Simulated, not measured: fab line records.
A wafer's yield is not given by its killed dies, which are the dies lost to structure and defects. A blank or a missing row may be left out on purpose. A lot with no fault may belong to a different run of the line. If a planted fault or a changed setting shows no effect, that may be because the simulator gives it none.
fab line records | flow n5Finfet
[record] lots = 5 | wafers = 13 | lastDay = 19
route steps=1938 shown SD_EPI_P@309 SD_ACTIVATION@330 ILD0@335 SDB@347 MOL_CONTACT_COAG@538 PASSIVATION@1936
lots that met no fault: taken from a fault-free run of the same line
startH: start of the lot's first displayed wafer, in hours after the record's first day | waitH: hours from the lot's prior step to this one | " the same as in the row above | L1.1+2: one row covering several wafers at once | - no value present, or no start provided | * or withheld: withheld | < > ~ a bound
route shown NAME@n: names a module that has steps shown in the file, with the first one's number in the route | usual: mean and standard deviation over wafers with no fault | same: alike in all rows | chamber/n: place in a boat | sites: the reading at each site | _std_site: standard deviation across them | _edge_site: outer sites' mean less inner sites' | radiusMm: how far each site lies from the wafer's centre | mask NAME#n: copy n | behind: tool/chamber where the wafer was last shaped | hold: cause of the lot's hold/its duration in hours/its outcome | device: whichever transistor did not switch (one of n, p or np) | end of line: the tests these same wafers got at the end of their route | a step without rows: its recipe alone | killed: at the first sort, the dies lost to defects and structure; wafer yield is something else | map: the dies of a wafer, with x for killed, . for not killed, _ for no die there
set.NAME: the setting the step ran with; set.NAME@STEP: the setting that earlier step ran with | model.NAME: the simulator's own value behind a step, which no gauge read
certain route steps with their lots: each step a table, each wafer a row
services: the hour from which a tool's chamber was out of use, counted from the record's first day as startH (under 0 if before that day), plus the number of hours and why
[[steps]]
[step N5_SD_EPI_P_STRIP_38]
[recipe] chemistry = N2/H2 | tempC = 40 | n2FlowSccm = 200 | h2FlowSccm = 200 | rfFrequencyHz = 6e+07
[step N5_SD_EPI_P_ETCHBACK_46]
[recipe] chemistry = CH3F/O2 | mode = anisotropicEtchback | target = SiNx | targetDepthA = 175 | stopOn = SiO2 | overEtchFrac = 0.3 | ionEnergyEv = 120 | pressureMtorr = 30 | sourceW = 395 | biasW = 73 | Ar_flow_sccm = 150 | CH3F_flow_sccm = 30 | O2_flow_sccm = 20
[step N5_SD_EPI_P_ETCH_47]
[recipe] chemistry = CH3F/O2 | target = SiOCN | targetDepthA = 250 | maskMaterial = SOC | ionEnergyEv = 60 | biasW = 29 | pressureMtorr = 30 | sourceW = 410 | Ar_flow_sccm = 150 | CH3F_flow_sccm = 30 | O2_flow_sccm = 20
[step N5_SD_EPI_P_ETCH_16]
[recipe] chemistry = CHF3/O2 | target = SiO2 | targetDepthA = 50 | maskMaterial = SOC | pressureMtorr = 30 | sourceW = 650 | biasW = 170 | Ar_flow_sccm = 200 | CHF3_flow_sccm = 50 | O2_flow_sccm = 5 | ionEnergyEv = 200
[step N5_SD_EPI_P_STRIP_50]
[recipe] chemistry = CHF3/O2 | resist = SiARC | rfFrequencyHz = 6e+07
[step N5_SD_EPI_P_SD_RECESS_17]
[recipe] chemistry = HBr/Cl2/O2 | targetDepthA = 391 | btTimeS = 3 | pressureMtorr = 10 | icpW = 800 | biasW = 112 | HBr_flow_sccm = 150 | Cl2_flow_sccm = 80 | O2_flow_sccm = 12
[step N5_SD_EPI_P_WET_ETCH_45]
[recipe] chemistry = dHF | dilution = withheld | timeS = 10.7 | target = SiO2 | targetDepthA = 20 | tempC = 25 | dry = ipaMarangoni | rinseTimeS = 30 | rinseTempC = 23
[step N5_SD_EPI_P_STRIP_40]
[recipe] chemistry = N2/H2 | powerW = 1000 | tempC = 250 | h2Frac = 0.65 | overashFraction = 0.3 | pressureMtorr = withheld | n2FlowSccm = 1750 | h2FlowSccm = 3250
[step N5_SD_EPI_P_PRECLEAN_52]
[recipe] chemistry = O3/DIW | timeS = 60 | tempC = 22 | o3Ppm = 10
[step N5_SD_EPI_P_SRD_20]
[recipe] dry = ipaMarangoni | doPpb = 5 | timeS = 30 | tempC = 23 | rinseLiquid = diw
[step N5_SD_EPI_P_PRECLEAN_51]
[recipe] chemistry = NF3:NH3 | afsCycles = 1 | tempC = 30 | timeS = 20 | sublimationTempC = 180 | sublimationTimeS = 60 | pressureTorr = 3 | rfPowerW = 30
[step N5_SD_EPI_P_VAPOR_ETCH_44]
[recipe] chemistry = NF3/Ar | target = SiGe30 | tempC = 25 | timeS = 3.3 | mode = isotropic
[step N5_SD_EPI_P_EPI_21]
[recipe] material = SiGe:B | dopant = B | tempC = 550 | pressureTorr = 20 | ambient = H2 | timeS = 355
[usual] epiGrowthTimeS = 355/0
lot.wafer | tool        | chamber | startH | waitH | epiGrowthTimeS | model.SiGe-B_of_SD_EPI_P_EPI_21.thkNm
L200.2    | epiRpcvd-02 | 0       | 98.50  | 0.5   | 355            | 60.8
L200.3    | "           | 0       | "      | "     | 374.9          | 63.2
L201.3    | epiRpcvd-02 | 0       | 106.83 | 0.8   | 374.9          | 64
L201.6    | "           | 0       | 107.91 | 1.8   | 355            | 60.4
L203.1    | epiRpcvd-02 | 0       | 116.61 | 0.1   | 355            | 62.4
L203.2    | "           | 0       | "      | "     | 355            | 61.6
L203.3    | "           | 0       | "      | "     | 374.9          | 64.4
L214.1    | epiRpcvd-02 | 0       | 180.56 | 0.2   | 355            | 59.6
L214.2    | "           | 0       | "      | "     | 355            | 60.8
L214.6    | "           | 0       | 182.96 | 2.4   | 355            | 59.4
L215.1    | epiRpcvd-03 | 0       | 188.58 | 0.2   | 355            | 60.4
L215.4    | "           | 0       | 190.02 | 1.5   | 355            | 60.6
L215.6    | "           | 0       | "      | "     | 355            | 60
[step N5_SD_EPI_P_HM_STRIP_48]
[recipe] chemistry = H3PO4 | tempC = 160 | material = SiNx | target = SiNx | targetDepthA = 30 | overetchFraction = 0.3
[step N5_SD_EPI_P_SRD_49]
[recipe] dry = ipaMarangoni | timeS = 30 | tempC = 23 | rinseLiquid = diw
[step N5_SD_EPI_P_PRECLEAN_24]
[recipe] chemistry = O3/DIW | timeS = 45 | tempC = 22 | o3Ppm = 10
[step N5_SD_EPI_P_PRECLEAN_32]
[recipe] chemistry = dHF | timeS = 10 | dilution = 500:1 | tempC = 25
[step N5_SD_EPI_P_PRECLEAN_33]
[recipe] chemistry = SC2 | timeS = 45 | tempC = 35 | mix = 1:1:50
[step N5_SD_EPI_P_SRD_25]
[recipe] timeS = 30 | tempC = 23 | rinseLiquid = diw | dry = ipaMarangoni
[step N5_SD_ACTIVATION_RTA_00]
[recipe] tempC = 975 | timeS = 0 | ambient = N2 | idleTempC = 600 | rampUpCPerS = 150 | rampDownCPerS = 60 | coolToC = 600
[step N5_SD_ACTIVATION_LSA_01]
[recipe] tempC = 1080 | timeS = 0.0008 | ambient = N2
[step N5_ILD0_LINER_00]
[recipe] material = SiNx | targetThkA = 40 | tempC = 400 | aldPrecursorFamily = SiH2I2 | aldCoReactant = N2/H2-plasma | pulseTimeS = 1 | purgeTimeS = 2 | coReactantPurgeTimeS = 2 | aldCycles = 80 | pressureTorr = 2
[step N5_ILD0_FCVD_FILL_01]
[recipe] material = SiO2_flowable | targetThkA = 2000 | tempC = 100 | pressureTorr = 0.8 | rfW = 2000 | timeS = 328.3
[step N5_ILD0_CURE_02]
[recipe] tempC = 450 | timeS = 1800 | ambient = steam | idleTempC = 400 | rampUpCPerMin = 5 | rampDownCPerMin = 3 | densificationPH2oTorr = 640
[step N5_ILD0_CMP_03]
[recipe] stopOn = SiNx | tOverpolishS = 1.9 | postCmpClean = alkalineBrush | downForcePsi = 4.1491 | platenRpm = 51.796 | padVelocityMS = 1.0306 | targetThkNm = 197.38
[step N5_ILD0_CMP_07]
[recipe] stopOn = poly-Si | material = SiO2_flowable | tOverpolishS = 1.18 | postCmpClean = alkalineBrush | downForcePsi = 4.1491 | platenRpm = 51.796 | padVelocityMS = 1.0306 | targetThkNm = 138.88
[step N5_ILD0_PRECLEAN_10]
[recipe] chemistry = NF3:NH3 | afsCycles = 5 | timeS = 20 | tempC = 30 | sublimationTempC = 180 | sublimationTimeS = 60 | pressureTorr = 3 | rfPowerW = 30
[step N5_ILD0_ALD_15]
[recipe] material = SiNx | targetThkA = 240 | tempC = 400 | aldPrecursorFamily = SiH2I2 | aldCoReactant = N2/H2-plasma | pulseTimeS = 1 | aldCycles = 480 | purgeTimeS = 2 | coReactantPurgeTimeS = 2 | pressureTorr = 2
[step N5_ILD0_CMP_12]
[recipe] stopOn = poly-Si | material = SiNx | tOverpolishS = 6 | postCmpClean = alkalineBrush | downForcePsi = 2.5 | platenRpm = 51.8 | padVelocityMS = 1.0307 | targetThkNm = 17.67
[step N5_SDB_HM_DEP_00]
[recipe] material = SiNx | targetThkA = 400 | tempC = 400 | precursor = SiH4/NH3/N2 | pressureTorr = 1.5 | rfW = 300 | timeS = 35.3
[step N5_SDB_COAT_03]
[recipe] resist = SOC | tempC = 250 | timeS = 60 | spinRpm = 1500 | resistThkNm = 100
[step N5_SDB_COAT_04]
[recipe] resist = SiARC | tempC = 220 | timeS = 60 | spinRpm = 1500 | resistThkNm = 18
[step N5_SDB_COAT_05]
[recipe] resist = CAR-ArF | spinRpm = 1500 | resistThkNm = 90
[step N5_MOL_CONTACT_COAG_ETCH_110]
[recipe] chemistry = CF4/O2 | target = Si | targetDepthA = 25 | timeS = 8 | pressureMtorr = 100 | sourceW = 200 | biasW = 12 | ionEnergyEv = 60 | Ar_flow_sccm = 100 | cf4FlowSccm = 100 | O2_flow_sccm = 10
[usual] chamberPressureMTorr = 100.00/0.094 | drypumpMotorCurrentA = 5.52/0.26 | oesProductAu = 0.77/0.11 | rfVppV = 125.9/2.4 | showerheadPlenumPTorr = 2.21/0.067 | throttleValvePct = 10.73/0.26
lot.wafer | tool       | chamber | startH | waitH | chamberPressureMTorr | drypumpMotorCurrentA | oesProductAu | rfHoursCounterH | rfVppV | showerheadPlenumPTorr | throttleValvePct | model.SiGe-B_of_SD_EPI_P_EPI_21.thkNm
L200.2    | rieDiel-04 | 1       | 139.55 | 0.0   | 99.89                | 5.93                 | 0.73         | 194             | 128.3  | 2.13                  | 10.87            | 57.8
L200.3    | "          | 2       | "      | "     | 99.93                | 5.37                 | 0.69         | 234             | 127.2  | 2.20                  | 10.88            | 60.2
L201.3    | rieDiel-01 | 2       | 141.02 | 0.0   | 99.94                | 5.76                 | 0.73         | 187             | 126.7  | 2.13                  | 10.96            | 61
L201.6    | "          | 1       | "      | "     | 99.91                | 5.64                 | 0.69         | -               | 128.5  | 2.12                  | 10.84            | 57.6
L203.1    | rieDiel-01 | 2       | 149.56 | 0.0   | 100.02               | 5.78                 | 0.73         | 189             | 125.1  | 2.13                  | 10.97            | 59.4
L203.2    | "          | 3       | "      | "     | 100.03               | 5.23                 | 0.92         | 18              | 123.5  | 2.17                  | 10.41            | 58.6
L203.3    | "          | 0       | "      | "     | 100.02               | 5.32                 | 0.71         | 189             | 127.7  | 2.29                  | 10.78            | 61.6
L214.1    | rieDiel-04 | 3       | 213.78 | 0.0   | 100.13               | 5.22                 | 0.72         | 188             | 127.7  | 2.20                  | 10.84            | 56.8
L214.2    | "          | 2       | "      | "     | 99.87                | 5.39                 | 0.98         | 8               | 126.8  | 2.19                  | 10.21            | 57.8
L214.6    | "          | 2       | "      | "     | 99.93                | 5.41                 | 0.98         | -               | 127.2  | 2.19                  | 10.21            | 56.4
L215.1    | rieDiel-04 | 3       | 221.81 | 0.0   | 100.03               | 5.23                 | 0.72         | 190             | 126.5  | 2.20                  | 10.83            | 57.6
L215.4    | "          | 2       | "      | "     | 100.11               | 5.41                 | 0.96         | 11              | 126.7  | 2.19                  | 10.24            | 57.6
L215.6    | "          | 2       | "      | "     | 99.81                | 5.42                 | 0.97         | -               | 127.5  | 2.19                  | 10.23            | 57
[step N5_PASSIVATION_PROBE_49]
[usual] killed_at_M0_to_M3 = 33/11 | killed_at_M4_up = 15/6.2 | killedAtContacts = 13/6.5 | killedAtFrontEnd = 38/11 | killedAtOther = 3.4/2.6 | killedDies = 102/17 | killedOnRim = 13/4.1 | killedOpen = 67/12 | killedShort = 34/7.9
[same] grossDies = 1180 | killedAtBackSide = 0
lot.wafer | tool      | chamber | startH | waitH | killed_at_M0_to_M3 | killed_at_M4_up | killedAtContacts | killedAtFrontEnd | killedAtOther | killedDies | killedOnRim | killedOpen | killedShort
L201.3    | prober-02 | -       | 340.47 | 0.1   | 32                 | 9               | 10               | 59               | 7             | 117        | 12          | 59         | 49
L201.6    | prober-02 | -       | 340.62 | 0.3   | 50                 | 18              | 10               | 32               | 5             | 115        | 13          | 82         | 29
// killed by level:class
L201.3 FIN_SAQP:geometricParticle:short=22 BEOL_M3:geometricParticle:open=8 HKMG_FIN:areaEtch=7 FIN_SAQP:geometricParticle:open=6 MOL_CONTACT_COAG:geometricParticle:open=6 BEOL_M0_SAQP:geometricParticle:short=6 BEOL_M0_SAQP:geometricParticle:open=5 BEOL_M2:geometricParticle:open=5
L201.6 BEOL_M3:geometricParticle:open=16 FIN_SAQP:geometricParticle:open=14 BEOL_M0_SAQP:geometricParticle:short=9 MOL_CONTACT_COAG:geometricParticle:open=9 BEOL_M0_SAQP:geometricParticle:open=8 BEOL_M4:geometricParticle:open=7 STI_FIN_REVEAL:geometricParticle:open=6 BEOL_M0:geometricParticle:open=6
[[services]]
tool        | chamber | startH | hours | kind
rieDiel-01  | 3       | 84.55  | -     | clean
rieDiel-01  | 3       | 84.55  | -     | consumableReplace:focusRing
rieDiel-01  | 3       | 84.55  | 14.8  | scheduledDown
rieDiel-01  | 3       | 84.55  | 14.8  | ventCycle
rieDiel-01  | 1       | 97.91  | 3.7   | repair
rieDiel-01  | 0       | 130.07 | 9.3   | repair
rieDiel-01  | -       | 130.59 | 0.9   | repair
rieDiel-04  | 0       | 165.31 | 3.0   | repair
rieDiel-04  | 2       | 183.03 | -     | clean
rieDiel-04  | 2       | 183.03 | -     | consumableReplace:focusRing
rieDiel-04  | 2       | 183.03 | 14.3  | scheduledDown
rieDiel-04  | 2       | 183.03 | 14.3  | ventCycle
epiRpcvd-03 | -       | 215.43 | 8.1   | pm
[[key]]
[firstSign] step = N5_SD_EPI_P_EPI_21 | reading = epiGrowthTimeS | direction = up | sigmas = 99+ | usual = * | struck = *
effect none on later readings
[modelEffect] step = N5_SD_EPI_P_EPI_21 | value = SiGe-B_of_SD_EPI_P_EPI_21.thkNm | without = 61.6 | struck = 63.87
[modelEffect] step = N5_MOL_CONTACT_COAG_ETCH_110 | value = SiGe-B_of_SD_EPI_P_EPI_21.thkNm | without = 58.73 | struck = 60.93
metAt N5_SD_EPI_P_EPI_21
struckWafers L200.3,L201.3,L203.3
testerLeftOut L200,L201,L203
[fault] kind = processParameterDrift | tool = epiRpcvd-02 | chamber = - | onsetH = 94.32 | steps = N5_SD_EPI_P_EPI_21 | channel = epiGrowthTimeS | offset = * | shape = step | endH = 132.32 | scope = struckWafersOnly | actsIn = * | stated = *
// testerLeftOut: of these lots the tester's yield and bins aren't shown, on N5 and GAA mostly nor the transistor test; their killed dies are dies lost to structure and defects alone, not to doping, threshold or leakage, so they don't give the yield
